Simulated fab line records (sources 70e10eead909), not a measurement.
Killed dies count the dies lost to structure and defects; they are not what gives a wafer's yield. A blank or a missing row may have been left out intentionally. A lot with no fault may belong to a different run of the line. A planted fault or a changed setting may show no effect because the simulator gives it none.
Matching of chambers / flow nand_harc / NHARC_THIN_TSV_DESCUM_14 on rie_diel-11 has 4 sister chambers
The step chemistry O2, time 3 s. 8 wafers are shown with their chamber, then 7 later ones without.

## WAFERS PAIRED WITH THEIR CHAMBERS
wafer=L261.2; chamber=2; drypump_motor_current_A (A)=5.3; showerhead_plenum_p_Torr (Torr)=1.92
wafer=L264.5; chamber=3; drypump_motor_current_A (A)=5.3; showerhead_plenum_p_Torr (Torr)=1.86
wafer=L264.6; chamber=0; drypump_motor_current_A (A)=5.7; showerhead_plenum_p_Torr (Torr)=1.94
wafer=L271.1; chamber=1; drypump_motor_current_A (A)=6.1; showerhead_plenum_p_Torr (Torr)=1.88
wafer=L271.5; chamber=0; drypump_motor_current_A (A)=5.8; showerhead_plenum_p_Torr (Torr)=1.93
wafer=L271.6; chamber=3; drypump_motor_current_A (A)=5.3; showerhead_plenum_p_Torr (Torr)=1.86
wafer=L275.2; chamber=1; drypump_motor_current_A (A)=6.1; showerhead_plenum_p_Torr (Torr)=1.87
wafer=L275.3; chamber=2; drypump_motor_current_A (A)=5.3; showerhead_plenum_p_Torr (Torr)=1.92

## WAFERS WHOSE CHAMBER IS MISSING
wafer=L275.5; drypump_motor_current_A (A)=6.1; showerhead_plenum_p_Torr (Torr)=1.87
wafer=L276.2; drypump_motor_current_A (A)=5.3; showerhead_plenum_p_Torr (Torr)=1.85
wafer=L276.4; drypump_motor_current_A (A)=5.3; showerhead_plenum_p_Torr (Torr)=1.92
wafer=L276.5; drypump_motor_current_A (A)=5.7; showerhead_plenum_p_Torr (Torr)=1.93
wafer=L280.1; drypump_motor_current_A (A)=6.1; showerhead_plenum_p_Torr (Torr)=1.87
wafer=L280.4; drypump_motor_current_A (A)=5.8; showerhead_plenum_p_Torr (Torr)=1.93
wafer=L280.5; drypump_motor_current_A (A)=6.1; showerhead_plenum_p_Torr (Torr)=1.87

## CHAMBER TAKEN BY EACH
wafer=L275.5; from the rows above=1; in truth=1
wafer=L276.2; from the rows above=3; in truth=3
wafer=L276.4; from the rows above=2; in truth=2
wafer=L276.5; from the rows above=0; in truth=0
wafer=L280.1; from the rows above=1; in truth=1
wafer=L280.4; from the rows above=0; in truth=0
wafer=L280.5; from the rows above=1; in truth=1
Correct placement for 7 of the 7. Not placeable from these rows: 0. Number placed wrongly: 0.
How it was worked out, from the rows above alone: a wafer's distance from a chamber is the root of the sum, over the readings, of the square of ((its reading less the chamber's mean) divided by the reading's scatter). If the next closest chamber is less than 2 further off than the closest, the wafer can't be placed; otherwise it belongs to the closest. Each chamber's mean is taken over the wafers shown for it. The scatter: the root of (the sum of the squares of (reading less its chamber's mean) over the shown wafers, divided by (wafers less chambers)).
